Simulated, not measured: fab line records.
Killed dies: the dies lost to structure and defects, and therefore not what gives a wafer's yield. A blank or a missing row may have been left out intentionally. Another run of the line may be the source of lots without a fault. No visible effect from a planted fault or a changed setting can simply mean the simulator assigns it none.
fab line records	flow n5_finfet
[record] lots = 14	wafers = 42	last_day = 17
route steps=1938 shown MOL_CONTACT_COAG@538
lots that met no fault: taken from a fault-free run of the same line
start_h: hours from the record's first day to the start of the lot's first wafer shown	wait_h: hours from the lot's prior step to this one	" same as the row above	L1.1+2: a row that stands for several wafers	- no value present, or no start provided	* or withheld: withheld	< > ~ a bound
route shown NAME@n: a module of which the file shows steps, and the number in the route of the first	usual: mean and standard deviation over wafers with no fault	same: alike in all rows	chamber/n: place in a boat	sites: readings site by site	_std_site: standard deviation across them	_edge_site: mean of outer sites minus mean of inner sites	radius_mm: for every site, how far away it sits from the centre of the wafer	mask NAME#n: copy n	behind: the most recent tool/chamber to have shaped the wafer	hold: cause of the lot's hold/its duration in hours/its outcome	device: transistor that didn't switch, given as n, p or np	end of line: the route-end tests of the same wafers	a step with no rows: only its recipe	killed: dies that structure and defects cost at the first sort, which is not the same as the wafer's yield	map: a wafer's dies, marking killed ones x, the rest . and places with no die _
set.NAME: the setting the step ran with; set.NAME@STEP: the setting that earlier step ran with	model.NAME: the simulator's own value behind a step, which no gauge read
the route's steps for a sample of lots (tables are steps, rows are wafers)
services: the hour from which a tool's chamber was out of use, counted from the record's first day as start_h (under 0 if before that day), plus the number of hours and why
[[steps]]
[step N5_MOL_CONTACT_COAG_ETCH_110]
[recipe] chemistry = CF4/O2	target = Si	target_depth_a = 25	time_s = 8	pressure_mtorr = 100	source_w = 200	bias_w = 12	ion_energy_ev = 60	Ar_flow_sccm = 100	cf4_flow_sccm = 100	O2_flow_sccm = 10
[usual] drypump_motor_current_A = 5.6/0.43	oes_ar_750_au = 0.78/0.079	oes_product_au = 0.77/0.086	rf_vpp_V = 127.3/2.9	showerhead_plenum_p_Torr = 2.21/0.069	throttle_valve_pct = 10.75/0.22
lot.wafer	tool	chamber	start_h	wait_h	drypump_motor_current_A	oes_ar_750_au	oes_product_au	rf_hours_counter_h	rf_vpp_V	showerhead_plenum_p_Torr	throttle_valve_pct
L294.1	rie_diel-03	1	101.50	0.0	5.3	0.67	0.68	243	130.9	2.28	11.22
L294.3	"	3	"	"	5.6	0.94	0.96	9	130.2	2.19	10.44
L294.6	"	0	"	"	6.1	0.86	0.85	-	126.2	2.17	10.65
L295.1	rie_diel-05	2	101.51	0.0	5.6	0.77	0.77	162	131.4	2.31	10.56
L295.4	"	1	"	"	5.2	0.76	0.75	158	128.9	2.21	10.78
L295.6	"	1	"	"	5.2	0.76	0.74	-	127.3	2.21	10.78
L296.2	rie_diel-06	2	108.31	0.0	5.7	0.68	0.68	231	123.4	2.11	11.00
L296.3	"	1	"	"	5.4	0.80	0.79	109	126.9	2.23	10.46
L296.5	"	3	"	"	6.4	0.75	0.74	-	128.5	2.13	10.77
L297.1	rie_diel-05	3	114.30	0.0	5.2	0.68	0.69	246	127.8	2.19	11.24
L297.2	"	1	"	"	5.2	0.76	0.75	164	126.6	2.21	10.81
L297.5	"	1	"	"	5.2	0.76	0.75	-	128.4	2.21	10.81
L298.2	rie_diel-06	2	121.75	0.0	5.7	0.68	0.68	236	123.0	2.11	11.01
L298.4	"	1	"	"	5.4	0.80	0.79	114	127.0	2.23	10.47
L298.6	"	2	"	"	5.7	0.68	0.67	-	122.6	2.11	11.01
L300.3	rie_diel-03	3	132.87	0.0	5.6	0.90	0.91	22	128.5	2.18	10.45
L300.5	"	3	"	"	5.6	0.90	0.91	-	129.9	2.18	10.46
L300.6	"	0	"	"	6.1	0.84	0.85	-	127.1	2.17	10.68
L303.1	rie_diel-05	1	150.60	0.0	5.2	0.74	0.74	176	127.6	2.21	10.83
L303.2	"	2	"	"	5.6	0.75	0.75	180	131.9	2.31	10.60
L303.3	"	0	"	"	5.7	0.74	0.73	184	121.3	2.21	10.88
L304.1	rie_diel-06	0	157.92	0.0	5.1	0.70	0.70	226	131.8	2.28	11.04
L304.2	"	1	"	"	5.4	0.79	0.78	128	127.7	2.22	10.53
L304.3	"	3	"	"	6.4	0.73	0.73	189	127.0	2.12	10.82
L306.1	rie_diel-06	0	168.37	0.0	5.0	0.69	0.69	231	131.2	2.28	11.05
L306.5	"	0	"	"	5.0	0.70	0.69	-	131.1	2.28	11.05
L306.6	"	1	"	"	5.4	0.78	0.78	-	127.5	2.22	10.52
L307.2	rie_diel-05	1	173.77	0.1	5.2	0.74	0.72	186	127.6	2.20	10.86
L307.3	"	3	"	"	5.2	0.92	0.94	-	129.9	2.18	10.57
L307.5	"	3	"	"	5.2	0.91	0.93	-	130.1	2.18	10.57
L308.2	rie_diel-05	3	181.68	0.0	5.2	0.91	0.93	15	128.4	2.18	10.56
L308.5	"	3	"	"	5.2	0.91	0.93	-	128.7	2.18	10.58
L308.6	"	0	"	"	5.7	0.74	0.73	-	121.2	2.21	10.91
L314.1	rie_diel-06	2	213.83	0.0	5.6	0.93	0.93	10	125.4	2.36	10.35
L314.2	"	1	"	"	5.4	0.77	0.76	150	126.9	2.22	10.56
L314.6	"	3	"	"	6.5	0.72	0.71	-	127.4	2.12	10.90
L315.1	rie_diel-05	1	222.13	0.0	5.2	0.73	0.71	202	125.7	2.20	10.92
L315.2	"	3	"	"	5.2	0.88	0.90	30	127.5	2.18	10.62
L315.5	"	3	"	"	5.2	0.88	0.90	-	128.9	2.18	10.62
L316.1	rie_diel-06	1	226.13	0.0	5.4	0.77	0.76	154	125.0	2.21	10.59
L316.2	"	2	"	"	5.7	0.92	0.91	14	125.9	2.36	10.37
L316.5	"	1	"	"	5.4	0.77	0.77	-	127.1	2.21	10.60
[step N5_MOL_CONTACT_COAG_PRE_CLEAN_142]
[recipe] gas = H2/He	time_s = 60	temp_c = 300
[usual] heater_power_w = 506/70
lot.wafer	tool	chamber	start_h	wait_h	heater_power_w
L294.1	pvd_sputter-01	-	105.57	1.2	466
L294.3	"	-	"	"	581
L294.6	"	-	"	"	475
L295.1	pvd_sputter-03	-	105.70	1.0	537
L295.4	"	-	"	"	544
L295.6	"	-	"	"	529
L296.2	pvd_sputter-01	-	112.81	1.5	598
L296.3	"	-	"	"	559
L296.5	"	-	"	"	506
L297.1	pvd_sputter-03	-	118.86	1.3	533
L297.2	"	-	"	"	440
L297.5	"	-	"	"	540
L298.2	pvd_sputter-03	-	126.66	0.9	432
L298.4	"	-	"	"	534
L298.6	"	-	"	"	537
L300.3	pvd_sputter-03	-	139.62	1.6	531
L300.5	"	-	"	"	382
L300.6	"	-	"	"	526
L303.1	pvd_sputter-01	-	155.25	1.0	592
L303.2	"	-	"	"	556
L303.3	"	-	"	"	465
L304.1	pvd_sputter-03	-	163.04	1.2	522
L304.2	"	-	"	"	536
L304.3	"	-	"	"	426
L306.1	pvd_sputter-02	-	173.96	1.7	507
L306.5	"	-	"	"	498
L306.6	"	-	"	"	514
L307.2	pvd_sputter-03	-	179.21	2.6	543
L307.3	"	-	"	"	388
L307.5	"	-	"	"	547
L308.2	pvd_sputter-02	-	185.80	1.4	421
L308.5	"	-	"	"	433
L308.6	"	-	"	"	628
L314.1	pvd_sputter-01	-	220.53	2.5	589
L314.2	"	-	"	"	504
L314.6	"	-	"	"	501
L315.1	pvd_sputter-02	-	227.11	2.3	424
L315.2	"	-	"	"	513
L315.5	"	-	"	"	627
L316.1	pvd_sputter-02	-	231.45	2.3	444
L316.2	"	-	"	"	520
L316.5	"	-	"	"	438
[step N5_MOL_CONTACT_COAG_PEB_82]
[recipe] peb_temp_c = 100	peb_time_s = 60	resist = CAR-EUV
[usual] chill_plate_temp_C = 23.01/0.11	exhaust_pa = 45.0/0.98
lot.wafer	tool	chamber	start_h	wait_h	chill_plate_temp_C	exhaust_pa
L294.1	litho_track-01	0	109.69	0.1	23.23	44.0
L294.3	"	0	"	"	23.18	43.1
L294.6	"	0	"	"	23.20	44.5
L295.1	litho_track-03	0	111.16	0.1	23.11	45.4
L295.4	"	0	"	"	23.13	44.6
L295.6	"	0	"	"	23.05	45.1
L296.2	litho_track-03	0	116.69	0.1	22.83	45.1
L296.3	"	0	"	"	22.81	45.8
L296.5	"	0	"	"	22.84	45.8
L297.1	litho_track-03	0	122.59	0.1	23.04	46.6
L297.2	"	0	"	"	23.15	45.5
L297.5	"	0	"	"	22.98	46.4
L298.2	litho_track-03	0	130.44	0.1	23.05	45.0
L298.4	"	0	"	"	23.18	43.8
L298.6	"	0	"	"	23.10	45.1
L300.3	litho_track-03	0	143.49	0.1	23.00	44.6
L300.5	"	0	"	"	22.91	44.4
L300.6	"	0	"	"	23.25	43.4
L303.1	litho_track-05	0	159.15	0.1	22.87	44.2
L303.2	"	0	"	"	23.04	44.8
L303.3	"	0	"	"	22.88	45.7
L304.1	litho_track-03	0	167.13	0.1	23.11	45.9
L304.2	"	0	"	"	23.11	45.3
L304.3	"	0	"	"	23.13	45.7
L306.1	litho_track-01	0	180.23	0.1	22.94	44.3
L306.5	"	0	"	"	23.02	45.0
L306.6	"	0	"	"	23.07	44.8
L307.2	litho_track-01	-	184.81	0.1	-	-
L307.3	"	-	"	"	-	-
L307.5	"	-	"	"	-	-
L308.2	litho_track-01	-	189.96	0.1	-	-
L308.5	"	-	"	"	-	-
L308.6	"	-	"	"	-	-
L314.1	litho_track-05	0	225.12	0.1	23.04	45.8
L314.2	"	0	"	"	23.00	44.8
L314.6	"	0	"	"	22.89	46.4
L315.1	litho_track-05	0	231.94	0.1	23.01	44.4
L315.2	"	0	"	"	23.03	43.2
L315.5	"	0	"	"	23.20	43.5
L316.1	litho_track-01	0	235.20	0.1	23.03	46.9
L316.2	"	0	"	"	23.06	44.6
L316.5	"	0	"	"	23.15	45.4
[step N5_MOL_CONTACT_COAG_CD_MEAS_84]
[recipe] target_cd_nm = 25.1	landing_energy_ev = 500	detector = se_inlens	polarity = opening
[usual] cd_nm = 25.07/0.25
lot.wafer	tool	chamber	start_h	wait_h	cd_nm
L294.1	cd_sem-01	0	109.76	-	25.19
L294.3	"	0	"	"	25.33
L294.6	"	0	"	"	25.22
L295.1	cd_sem-02	0	111.23	-	25.18
L295.4	"	0	"	"	24.96
L295.6	"	0	"	"	24.85
L296.2	cd_sem-01	0	116.76	-	25.74
L296.3	"	0	"	"	24.76
L296.5	"	0	"	"	24.72
L297.1	cd_sem-03	0	122.66	-	24.90
L297.2	"	0	"	"	24.53
L297.5	"	0	"	"	24.99
L298.2	cd_sem-02	0	130.51	-	25.60
L298.4	"	0	"	"	25.14
L298.6	"	0	"	"	25.09
L300.3	cd_sem-01	0	143.56	-	24.74
L300.5	"	0	"	"	25.01
L300.6	"	0	"	"	24.81
L303.1	cd_sem-02	0	159.21	-	25.12
L303.2	"	0	"	"	24.85
L303.3	"	0	"	"	25.17
L304.1	cd_sem-03	0	167.19	-	24.94
L304.2	"	0	"	"	25.43
L304.3	"	0	"	"	24.96
L306.1	cd_sem-03	0	180.29	-	24.73
L306.5	"	0	"	"	25.00
L306.6	"	0	"	"	24.94
L307.2	cd_sem-02	0	184.87	-	-
L307.3	"	0	"	"	-
L307.5	"	0	"	"	-
L308.2	cd_sem-03	0	190.03	-	-
L308.5	"	0	"	"	-
L308.6	"	0	"	"	-
L314.1	cd_sem-01	0	225.19	-	25.15
L314.2	"	0	"	"	25.20
L314.6	"	0	"	"	25.24
L315.1	cd_sem-01	0	232.01	-	25.56
L315.2	"	0	"	"	25.23
L315.5	"	0	"	"	25.23
L316.1	cd_sem-02	0	235.26	-	25.06
L316.2	"	0	"	"	25.06
L316.5	"	0	"	"	24.92
[[services]]
tool	chamber	start_h	hours	kind
rie_diel-06	3	94.68	12.9	repair
rie_diel-03	1	121.14	-	clean
rie_diel-03	1	121.14	-	consumable_replace:focus_ring
rie_diel-03	1	121.14	33.9	scheduled_down
rie_diel-03	1	121.14	33.9	vent_cycle
rie_diel-05	3	128.67	-	clean
rie_diel-05	3	128.67	-	consumable_replace:focus_ring
rie_diel-05	3	128.67	11.6	scheduled_down
rie_diel-05	3	128.67	11.6	vent_cycle
rie_diel-06	2	158.01	-	clean
rie_diel-06	2	158.01	-	consumable_replace:focus_ring
rie_diel-06	2	158.01	-	consumable_replace:showerhead
rie_diel-06	2	158.01	24.5	scheduled_down
rie_diel-06	2	158.01	24.5	vent_cycle
rie_diel-05	2	169.34	16.3	repair
rie_diel-05	0	170.33	5.8	repair
litho_track-01	-	209.98	-	consumable_replace:filter
rie_diel-06	0	219.61	-	clean
rie_diel-06	0	219.61	-	consumable_replace:focus_ring
rie_diel-06	0	219.61	23.5	scheduled_down
rie_diel-06	0	219.61	23.5	vent_cycle
rie_diel-03	0	223.19	7.0	repair
[[key]]
[first_sign] step = N5_MOL_CONTACT_COAG_PEB_82	reading = tool_record	direction = missing
effect none on later readings
met_at N5_MOL_CONTACT_COAG_PEB_82
struck_lots L307,L308
later_rows_left_out L307.2,L307.3,L307.5,L308.2,L308.5,L308.6
sort_left_out L307.2,L307.3,L307.5,L308.2,L308.5,L308.6
not_acting_at N5_MOL_CONTACT_COAG_ETCH_110,N5_MOL_CONTACT_COAG_PRE_CLEAN_142,N5_MOL_CONTACT_COAG_CD_MEAS_84
onset_between 180.23 184.81
[fault] kind = skipped_step_whole	tool = litho_track-01	chamber = -	onset_h = 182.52	steps = N5_MOL_CONTACT_COAG_PEB_82	scope = struck_lots_only
// sort_left_out: the simulated sort isn't trusted on such a fault, so these wafers' sort isn't shown, and their yield isn't known
// later_rows_left_out: the simulator's readings of these wafers behind a module that went badly wrong aren't trusted and aren't shown, but for the sort
